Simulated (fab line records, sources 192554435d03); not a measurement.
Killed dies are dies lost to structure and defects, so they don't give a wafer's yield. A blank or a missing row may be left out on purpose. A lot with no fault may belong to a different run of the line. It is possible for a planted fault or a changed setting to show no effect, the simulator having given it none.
The same fault as seen by 2 desks	flow n5-finfet	numbers are kept per desk, each desk with only its own; the story behind them comes last

## AT THE METROLOGY DESK
Means of the sampled wafers that have a number, per lot and without regard to the tool the lot ran on: this is what the gauges read. Marked OUT: a lot whose mean sits more than 4 standard deviations from the usual mean, which makes it out of limits; the brackets give that distance.
Columns: A = M6_THK at N5_BEOL_M6_THK_MEAS_53, usual 80.9 nm; B = M6_RS at N5_BEOL_M6_RS_MEAS_57, usual 0.289 ohm/sq
lot	first seen here	A	B
L303	day 10 22:34	82.2	0.283
L302	day 11 06:02	82.1	0.283
L306	day 12 01:38	80.2	0.292
L307	day 12 15:35	82.5	0.280
L308	day 12 15:51	81.3	0.284
L310	day 13 00:25	79.7	0.294
This desk's finding: nothing out of limits on any of the 6 lots.

## AT THE TOOL OWNER'S DESK: pecvd-01
The tool's own readings at N5_BEOL_M6_DEP_56 (deposits SiCN from 3MS/NH3, target thk 10 nm, time 17.5 s): means of the sampled wafers that have a number, for each lot that ran on this tool. Marked OUT: a lot whose mean sits more than 4 standard deviations from the usual mean, which makes it out of limits; the brackets give that distance.
Columns: A = showerhead-plenum-p-Torr at N5_BEOL_M6_DEP_56, usual 3.656 Torr; B = throttle-valve-pct at N5_BEOL_M6_DEP_56, usual 9.0 %
lot	first seen here	A	B
L303	day 10 22:38	3.656	8.4
L308	day 12 15:55	3.655	8.8
L310	day 13 00:28	3.647	8.8
This desk's finding: nothing out of limits on any of the 3 lots.

## ALL TOGETHER
Nothing out of limits was seen by the metrology desk.
The desk of the tool owner found nothing out of limits.

## WHAT WAS PUT IN BY THE SIMULATOR
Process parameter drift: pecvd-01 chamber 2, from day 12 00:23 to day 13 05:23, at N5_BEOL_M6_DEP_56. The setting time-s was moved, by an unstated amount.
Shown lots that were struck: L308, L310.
